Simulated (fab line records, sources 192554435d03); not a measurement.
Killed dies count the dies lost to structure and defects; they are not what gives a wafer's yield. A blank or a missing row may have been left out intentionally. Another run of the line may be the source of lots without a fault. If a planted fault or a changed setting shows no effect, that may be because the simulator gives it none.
Check of tool commonality ; flow n5Finfet ; Lots sampled 10, wafers sampled 29

== REASON FOR OPENING ==
N5_BEOL_M4_RC_MEAS_101, reading RS_NWELL: flagged on 3 of 10 lots. Wafers without a fault read 1037 ohm/sq, standard deviation 6.1.
Rule: a lot is flagged when every wafer of it that has a number lies more than 4 standard deviations from that mean, or none has a number. The rest of the lots are taken to be sound.

lot;measured;on;RS_NWELL (ohm/sq), wafer by wafer;flag
L526;day 8 11:50;prober-01;1034 1037;
L527;day 8 20:54;prober-02;1044 1036 1037;
L534;day 10 20:43;prober-01;1039 1044 1037;
L539;day 11 01:46;prober-01;1048 1040 1038;
L541;day 11 17:25;prober-01;1290 1299 1298;FLAGGED
L543;day 12 15:25;prober-02;1290 1299 1295;FLAGGED
L544;day 12 16:11;prober-01;1299 1296 1301;FLAGGED
L546;day 13 10:24;prober-02;1041 1033 1029;
L547;day 13 12:01;prober-01;1036 1035 1033;
L548;day 13 14:08;prober-01;1033 1036 1028;
Average over the flagged lots: 1296 ohm/sq; offset from the usual +259 ohm/sq, equal to +43 standard deviations.

== WHICH TOOL EACH LOT WENT THROUGH ==
The record holds 2 process steps before the reading, out of a route of 1938 steps. Every cell lists first the tool, next ch and the chambers used by the sampled wafers, and last the start.
lot;flag;N5_WELL_APT_DESCUM_13;N5_WELL_APT_IMPLANT_14
L526;;rieDiel-03 ch 1, day 1 13:38;implanter-01 ch 0, day 1 13:46
L527;;rieDiel-01 ch 0,3, day 1 19:51;implanter-02 ch 0, day 1 20:01
L534;;rieDiel-05 ch 0,1, day 3 13:47;implanter-02 ch 0, day 3 13:55
L539;;rieDiel-03 ch 2,3, day 4 19:55;implanter-02 ch 0, day 4 20:01
L541;FLAGGED;rieDiel-01 ch 0,2,3, day 5 09:04;implanter-02 ch 0, day 5 09:12
L543;FLAGGED;rieDiel-05 ch 0,1, day 5 20:29;implanter-02 ch 0, day 5 20:37
L544;FLAGGED;rieDiel-05 ch 0,2,3, day 6 01:46;implanter-02 ch 0, day 6 01:54
L546;;rieDiel-03 ch 0,1,3, day 6 13:42;implanter-01 ch 0, day 6 13:48
L547;;rieDiel-03 ch 1,2,3, day 6 20:33;implanter-01 ch 0, day 6 20:39
L548;;rieDiel-05 ch 0,3, day 7 01:38;implanter-01 ch 0, day 7 01:44
What these steps do:
- N5_WELL_APT_DESCUM_13: chemistry O2, time 7.9 s.
- N5_WELL_APT_IMPLANT_14
- N5_BEOL_M4_RC_MEAS_101

== FLAGGED AGAINST TOTAL, ONE TOOL AT A TIME (gauges that did the reading follow at the end) ==
step;tool;lots run;flagged;share of the flagged lots;sound lots run after its first flagged lot
N5_WELL_APT_DESCUM_13;rieDiel-01;2;1;some;0
N5_WELL_APT_DESCUM_13;rieDiel-03;4;0;none;-
N5_WELL_APT_DESCUM_13;rieDiel-05;4;2;some;1 (L548)
N5_WELL_APT_IMPLANT_14;implanter-01;4;0;none;-
N5_WELL_APT_IMPLANT_14;implanter-02;6;3;all;0
N5_BEOL_M4_RC_MEAS_101;prober-01;7;2;some;2 (L547,L548)
N5_BEOL_M4_RC_MEAS_101;prober-02;3;1;some;1 (L546)

== WHAT THE TABLE ALLOWS ==
All flagged lots share 1 row of the table, namely implanter-02 at N5_WELL_APT_IMPLANT_14.
- implanter-02 at N5_WELL_APT_IMPLANT_14 ran 6 lots, 3 of them flagged. It ran its last sound lot, L539, at day 4 20:01 and its first flagged lot, L541, at day 5 09:12: a fault with its onset between the two fits. Its own readings lie more than 4 standard deviations out on every wafer of the flagged lots: doseIonsCm2, faradayCurrentUA.
implanter-02 at N5_WELL_APT_IMPLANT_14 is the single tool remaining.

== WHAT THE SIMULATOR PUT IN ==
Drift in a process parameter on implanter-02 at N5_WELL_APT_IMPLANT_14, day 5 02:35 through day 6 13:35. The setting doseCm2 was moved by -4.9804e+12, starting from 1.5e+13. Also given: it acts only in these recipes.
Lots struck among those shown: L541, L543, L544. The rule above reached the same finding.
